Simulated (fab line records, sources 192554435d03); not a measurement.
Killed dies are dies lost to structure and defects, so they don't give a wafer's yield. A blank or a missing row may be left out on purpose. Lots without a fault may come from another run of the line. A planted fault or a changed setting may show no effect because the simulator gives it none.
Split-lot experiment | flow n5_finfet | 7 lots, 21 wafers read, on a route of 1938 steps

THE SPLIT
At N5_SD_EPI_N_ETCH_45 (etches SiOCN in CH3F/O2, target depth 6 nm), the setting target_depth_a was moved away from the recipe's 60 angstrom on 4 of the 21 wafers read, by -8.9% to +5.6%. The other wafers ran this setting at the recipe's value.

The reading is taken at the split's own step.

THE READING
etch.depth_nm (the simulator's own value, which no gauge read), in nm, at N5_SD_EPI_N_ETCH_45 (etches SiOCN in CH3F/O2, target depth 6 nm). The file gives no usual value for it. The 17 wafers here that ran the recipe average 5.981 nm, standard deviation 0.1 nm.

wafer  | tool, chamber at the split | target_depth_a as run, angstrom | against the recipe | etch.depth_nm, nm | against lot-mates on the recipe
L074.2 | rie_diel-04, 1             | 60                              | recipe             | 6.008             | -
L074.3 | rie_diel-04, 3             | 60                              | recipe             | 5.879             | -
L074.6 | rie_diel-04, 0             | 60                              | recipe             | 5.955             | -
L075.2 | rie_diel-04, 3             | 60                              | recipe             | 5.783             | -
L075.3 | rie_diel-04, 2             | 60                              | recipe             | 5.821             | -
L075.6 | rie_diel-04, 3             | 60                              | recipe             | 5.892             | -
L084.1 | rie_diel-06, 2             | 60                              | recipe             | 6.023             | -
L084.5 | rie_diel-06, 3             | 63.39                           | +5.6%              | 6.574             | +0.522
L084.6 | rie_diel-06, 1             | 60                              | recipe             | 6.081             | -
L085.2 | rie_diel-06, 3             | 63.39                           | +5.6%              | 6.576             | +0.456
L085.4 | rie_diel-06, 2             | 60                              | recipe             | 6.001             | -
L085.6 | rie_diel-06, 3             | 60                              | recipe             | 6.238             | -
L087.3 | rie_diel-03, 1             | 60                              | recipe             | 6.042             | -
L087.4 | rie_diel-03, 0             | 60                              | recipe             | 5.981             | -
L087.6 | rie_diel-03, 2             | 60                              | recipe             | 6.008             | -
L088.1 | rie_diel-04, 1             | 60                              | recipe             | 6.011             | -
L088.3 | rie_diel-04, 2             | 60                              | recipe             | 5.902             | -
L088.4 | rie_diel-04, 3             | 54.65                           | -8.9%              | 5.326             | -0.631
L090.2 | rie_diel-03, 1             | 60                              | recipe             | 6.065             | -
L090.3 | rie_diel-03, 3             | 56.84                           | -5.3%              | 5.747             | -0.279
L090.5 | rie_diel-03, 2             | 60                              | recipe             | 5.987             | -

THE FIT
A straight line over all 21 wafers: etch.depth_nm changes by +0.081 nm for each +1% of target_depth_a; r = +0.91; the points scatter about the line by 0.11 nm.
The same after taking each lot's own level away (the mean of its wafers on the recipe; 21 wafers): +0.074 nm for each +1%; r = +0.96; scatter 0.064 nm.
On that fit, the largest move of target_depth_a shifts the reading by 0.66 nm.
The lots' own levels span 5.8320 to 6.1195 nm, that is 2.8 times the standard deviation above.
So the lot-to-lot level changes the slope little: the two slopes agree.
Check: with one of the wafers moved furthest among these (-8.9%) left out of the fit, the line predicts -0.662 nm for it against its lot-mates. It came out at -0.631 nm against them.

OTHER SPLITS ON THESE WAFERS
These wafers also went through other splits before the reading. Each is held against what the fit with the lots' levels taken away leaves over:
other split on the same wafers | wafers away from the commonest value | r with etch.depth_nm (lot level and that fit taken away)
N5_WELL_APT_COAT_02 spin_rpm   | 6                                    | +0.24
N5_WELL_APT_EXPOSE_05 dose_mj  | 7                                    | +0.18
N5_DUMMY_GATE_COAT_28 spin_rpm | 5                                    | -0.04

THE FILE'S OWN FIT
etch.depth_nm changes by +0.0737 nm for each +1% of target_depth_a, r = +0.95.
